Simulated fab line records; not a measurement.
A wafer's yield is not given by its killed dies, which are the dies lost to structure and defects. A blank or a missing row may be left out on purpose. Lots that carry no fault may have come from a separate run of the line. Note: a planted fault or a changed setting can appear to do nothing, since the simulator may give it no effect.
Chamber matching ; flow n5-finfet ; N5_FIN_SAQP_STRIP_55 on rie-diel-04: 4 sister chambers
The step strips in N2/H2. 4 wafers are shown with their chamber, then 8 later ones without.

== WAFERS WITH THEIR CHAMBER ==
wafer;chamber;showerhead-plenum-p-Torr (Torr)
L084.6;2;3.34
L086.3;0;3.29
L086.6;1;3.45
L089.1;3;3.28

== WAFERS WITHOUT THEIR CHAMBER ==
wafer;showerhead-plenum-p-Torr (Torr)
L089.2;3.28
L089.3;3.44
L092.1;3.44
L092.2;3.33
L092.4;3.28
L094.3;3.28
L094.4;3.44
L094.6;3.28

== EACH ONE'S CHAMBER ==
wafer;from the rows above;in truth
L089.2;can't be placed: 3 or 0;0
L089.3;1;1
L092.1;1;1
L092.2;2;2
L092.4;can't be placed: 3 or 0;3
L094.3;can't be placed: 3 or 0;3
L094.4;1;1
L094.6;can't be placed: 3 or 0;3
Correct placement for 4 of the 8. Cannot be placed on the basis of these rows: 4; the candidates contain the true chamber in 4. Wrongly placed: 0.
How it was worked out, from the rows above alone: a wafer's distance from a chamber is the root of the sum, over the readings, of the square of ((its reading less the chamber's mean) divided by the reading's scatter). If the next closest chamber is less than 2 further off than the closest, the wafer can't be placed; otherwise it belongs to the closest. A chamber's mean is the mean of its shown wafers. The scatter: with one shown wafer a chamber, the root of the mean of the squares of how far each hidden wafer lies from its nearest shown one.
